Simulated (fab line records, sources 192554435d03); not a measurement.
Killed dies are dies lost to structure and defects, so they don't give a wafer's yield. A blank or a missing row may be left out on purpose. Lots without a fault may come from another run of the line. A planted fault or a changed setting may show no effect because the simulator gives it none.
Chamber matching | flow n5_finfet | N5_BEOL_M11_PECVD_70 on pecvd-02: 3 sister chambers
The step deposits SiO2 from TEOS/O2, target thk 20 nm, time 22.7 s. 6 wafers are shown with their chamber, then 7 later ones without.

WAFERS WITH THEIR CHAMBER
wafer  | chamber | throttle_valve_pct (%) | showerhead_plenum_p_Torr (Torr)
L075.4 | 0       | 23.4                   | 8.86
L081.1 | 1       | 22.1                   | 8.76
L083.4 | 2       | 20.2                   | 8.81
L083.6 | 1       | 22.4                   | 8.76
L087.1 | 0       | 23.6                   | 8.86
L087.4 | 2       | 20.4                   | 8.84

WAFERS WITHOUT THEIR CHAMBER
wafer  | throttle_valve_pct (%) | showerhead_plenum_p_Torr (Torr)
L087.5 | 23.5                   | 8.85
L090.3 | 23.4                   | 8.85
L090.4 | 22.0                   | 8.75
L090.6 | 20.4                   | 8.83
L097.1 | 20.6                   | 8.83
L097.5 | 20.7                   | 8.84
L097.6 | 22.1                   | 8.76

WHICH CHAMBER EACH WENT THROUGH
wafer  | from the rows above | in truth
L087.5 | 0                   | 0
L090.3 | 0                   | 0
L090.4 | 1                   | 1
L090.6 | 2                   | 2
L097.1 | 2                   | 2
L097.5 | 2                   | 2
L097.6 | 1                   | 1
Placed correctly: 7 of 7. Can't be placed from these rows: 0. Placed wrongly: 0.
How it was worked out, from the rows above alone: a wafer's distance from a chamber is the root of the sum, over the readings, of the square of ((its reading less the chamber's mean) divided by the reading's scatter). The wafer belongs to the nearest chamber; if the next one is less than 2 further off, it can't be placed. A chamber's mean is the mean of its shown wafers. The scatter: the root of (the sum of the squares of (reading less its chamber's mean) over the shown wafers, divided by (wafers less chambers)).
